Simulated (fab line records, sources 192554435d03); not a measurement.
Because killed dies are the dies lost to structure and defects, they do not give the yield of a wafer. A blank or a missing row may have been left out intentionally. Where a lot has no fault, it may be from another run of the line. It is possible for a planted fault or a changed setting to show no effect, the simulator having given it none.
A lot that was struck, set against a sound lot	flow n5_finfet	16 steps out of a route of 1938
Sound: the wafers L419.4, L419.5, L419.6. Struck: wafer L430.2 (left out: L430.3, L430.4 of the same lot, which were not struck); the cause appears at the end.
Per side, at each step with rows, come the tool, then ch with its chambers, and then its first start. Under that, the readings that differ: sound wafers	struck wafers	difference of the means	sigmas: that difference in standard deviations of wafers without a fault.
alike: readings with means less than 2 such deviations apart, plus words and numbers identical on both sides. not compared: withheld readings, readings lacking a value on some wafer, bounds such as >300 that could conceal the same value, and numbers that have no deviation in the record and whose values overlap.
A row with sigmas, a row that says differs or no value, or rows on one side alone: a step with any of these is where the two part. Numbers that don't overlap but have no deviation are shown without sigmas and don't part them. A reading that every wafer of one side lacks parts them only if that side has two wafers or more.

first, 3 steps without rows for these wafers: N5_BEOL_M0_SAQP_HM_OPEN_112 (chemistry CHF3/O2, target SiO2, stops on a-Si, target depth 12 nm, time 13.5 s); N5_BEOL_M0_SAQP_STRIP_113 (strips in CHF3/O2); N5_BEOL_M0_SAQP_MANDREL_ETCH_20 (etches a-Si in HBr/Cl2, stops on SiNx, target depth 60 nm, bt time 10 s, time 30 s).
N5_BEOL_M0_SAQP_STRIP_86: strips in N2/H2.
  sound on rie_diel-03 ch 0,3, day 6 07:42; struck on rie_diel-03 ch 2, day 9 03:16
reading	sound	struck	difference	sigmas
showerhead_plenum_p_Torr (Torr)	3.40 3.50 3.40	3.19	-0.24	-2
  alike: drypump_motor_current_A, oes_product_au, rf_vpp_V, throttle_valve_pct
  not compared: rf_hours_counter_h
then, 2 steps without rows for these wafers: N5_BEOL_M0_SAQP_STRIP_115 (strips in post etch residue remover, time 60 s); N5_BEOL_M0_SAQP_SRD_93 (time 30 s).
N5_BEOL_M0_SAQP_RECESS_114: chemistry HF/NH3, target SiO2, target depth 14.4 nm, afs cycles 3, sublimation time 60 s.
  sound on vapor_etch-02 ch 0,1, day 6 07:58; struck on vapor_etch-02 ch 0, day 9 03:24
  alike: drypump_motor_current_A, foreline_p_Torr, sublimation_temp_c
N5_BEOL_M0_SAQP_SPACER1_ALD_98: deposits SiO2, target thk 12.8 nm, pulse time 1 s, purge time 2 s.
  sound on ald_sin-02 ch 2,3, day 6 08:13; struck on ald_sin-04 ch 1, day 9 03:47
  alike: heater_power_w, precursor_pulse_height_rel
N5_BEOL_M0_SAQP_SPACER1_ETCHBACK_99: etches SiO2 in CHF3/O2, target depth 15.4 nm, time 7.7 s.
  sound on rie_diel-03 ch 0,2,3, day 6 08:43; struck on rie_diel-03 ch 2, day 9 04:16
  alike: drypump_motor_current_A, oes_o_777_au, oes_product_au, rf_vpp_V, showerhead_plenum_p_Torr, throttle_valve_pct
  not compared: rf_hours_counter_h
N5_BEOL_M0_SAQP_MANDREL1_REMOVE_100: chemistry HBr/Cl2/O2, target a-Si, stops on SiNx, bt time 10 s.
  sound on rie_si-01 ch 0,3, day 6 08:49; struck on rie_si-06 ch 2, day 9 04:20
  alike: drypump_motor_current_A, he_backside_leak_sccm, oes_o_777_au, oes_product_au, throttle_valve_pct
  not compared: rf_hours_counter_h
N5_BEOL_M0_SAQP_CD_MEAS_25 targets a cd of 13.1 nm.
  sound on cd_sem-01 ch 0, day 6 08:56; struck on cd_sem-03 ch 0, day 9 04:27
  alike: cd_nm
then, 1 step without rows for these wafers: N5_BEOL_M0_SAQP_ETCH_101 (etches SiNx in CH3F/O2, target depth 29.9 nm, time 42.7 s).
N5_BEOL_M0_SAQP_ETCH_102: etches SiO2 in CF4, target depth 4 nm, time 4.4 s.
  sound on rie_si-06 ch 0,1,3, day 6 09:04; struck on rie_si-03 ch 2, day 9 04:36
reading	sound	struck	difference	sigmas
oes_product_au (a.u.)	0.996 1.009 1.036	1.228	+0.214	+10
model.etch.depth_nm (nm)	4.104 4.087 4.119	5.326	+1.223	
  alike: drypump_motor_current_A, he_backside_leak_sccm, throttle_valve_pct
  not compared: rf_hours_counter_h
then, 1 step without rows for these wafers: N5_BEOL_M0_SAQP_MANDREL_ETCH_103 (etches a-Si in HBr/Cl2, stops on SiCN, target depth 45 nm, bt time 10 s, time 27 s).
-- the record jumps here: 2 days lie between the struck wafers' starts before and after (it left off in module BEOL_M0_SAQP and takes up again in module BEOL_M4, whose first step shown is number 1111 of the route) --
N5_BEOL_M4_RC_MEAS_101:
  sound on prober-02 ch 0, day 8 18:35; struck on prober-02 ch 0, day 11 15:04
  alike: DIBL_N, DIBL_P, IOFF_N, IOFF_P, ION_N, ION_P, SS_N, SS_P, VT_N, VT_P
then, 1 step without rows for these wafers: N5_PASSIVATION_PROBE_49.

== WHERE THEY PART ==
Last at N5_BEOL_M0_SAQP_ETCH_102 as far as this record goes, first at N5_BEOL_M0_SAQP_STRIP_86. Later steps at which nothing parts them and some readings are alike: N5_BEOL_M4_RC_MEAS_101.

WHY: the cause the simulator had injected
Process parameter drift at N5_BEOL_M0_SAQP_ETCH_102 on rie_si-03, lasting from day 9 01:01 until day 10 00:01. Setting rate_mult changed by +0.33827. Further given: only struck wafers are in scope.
